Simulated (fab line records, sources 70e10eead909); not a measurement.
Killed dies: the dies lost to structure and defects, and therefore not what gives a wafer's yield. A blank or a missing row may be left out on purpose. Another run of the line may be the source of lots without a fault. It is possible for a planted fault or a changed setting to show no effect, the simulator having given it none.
A struck lot beside a sound one	flow nandHarc	13 steps out of a route of 1302
Sound: the wafers L894.3, L894.4, L894.5. The struck wafers were L888.2, L888.4, L888.5. At the end, the cause is stated.
For every step that has rows: the tool of each side, followed by ch and its chambers, followed by its first start. Under that, the readings that differ: sound wafers	struck wafers	difference of the means	sigmas: that difference in standard deviations of wafers without a fault.
alike: readings whose means differ by less than 2 such deviations, and words and numbers that are the same on both sides. not compared: withheld readings, readings that some wafer has no value for, bounds like >300 that may hide the same value, and numbers for which the record gives no deviation and whose values overlap.
Wherever a step has rows on one side only, a row that says differs or no value, or a row with sigmas, the two part there. Numbers that don't overlap but have no deviation are shown without sigmas and don't part them. A reading missing from all wafers of one side parts the sides only when that side holds two or more wafers.

NHARC_P_GATE_STRIP_101: strips in O2, time 20 s.
  sound on rieDiel-02 ch 0,3, day 13 11:55; struck on rieDiel-02 ch 0,1,2, day 11 16:17
  alike: drypumpMotorCurrentA, oesProductAu, rfVppV, showerheadPlenumPTorr, throttleValvePct
  not compared: rfHoursCounterH
then, 11 steps without rows for these wafers: NHARC_P_GATE_PRECLEAN_97 (cleans in SPM, time 600 s); NHARC_P_GATE_SRD_98; NHARC_P_GATE_PRECLEAN_99 (cleans in SC1); NHARC_P_GATE_SRD_100; NHARC_P_GATE_DEHYDRATE_38 (time 120 s); NHARC_P_GATE_HMDS_39 (time 30 s); NHARC_P_GATE_COAT_40; NHARC_P_GATE_SOFTBAKE_41 (time 95 s); NHARC_P_GATE_EBR_42; NHARC_P_GATE_EXPOSE_43 (exposes mask P NSD, target cd 720 nm); NHARC_P_GATE_PEB_44 (peb time 85 s).
NHARC_P_GATE_DEVELOP_45: time 70 s.
  struck on lithoTrack-02, day 11 17:00; sound on lithoTrack-02 ch 0, day 13 12:00
  no value came back on the struck wafers for chillPlateTempC (C), exhaustPa (Pa); on the sound wafers chillPlateTempC (C) reads 22.93 23.00 22.79

== WHERE THEY PART ==
Only at NHARC_P_GATE_DEVELOP_45, as far as this record shows.

WHY: the cause the simulator had injected
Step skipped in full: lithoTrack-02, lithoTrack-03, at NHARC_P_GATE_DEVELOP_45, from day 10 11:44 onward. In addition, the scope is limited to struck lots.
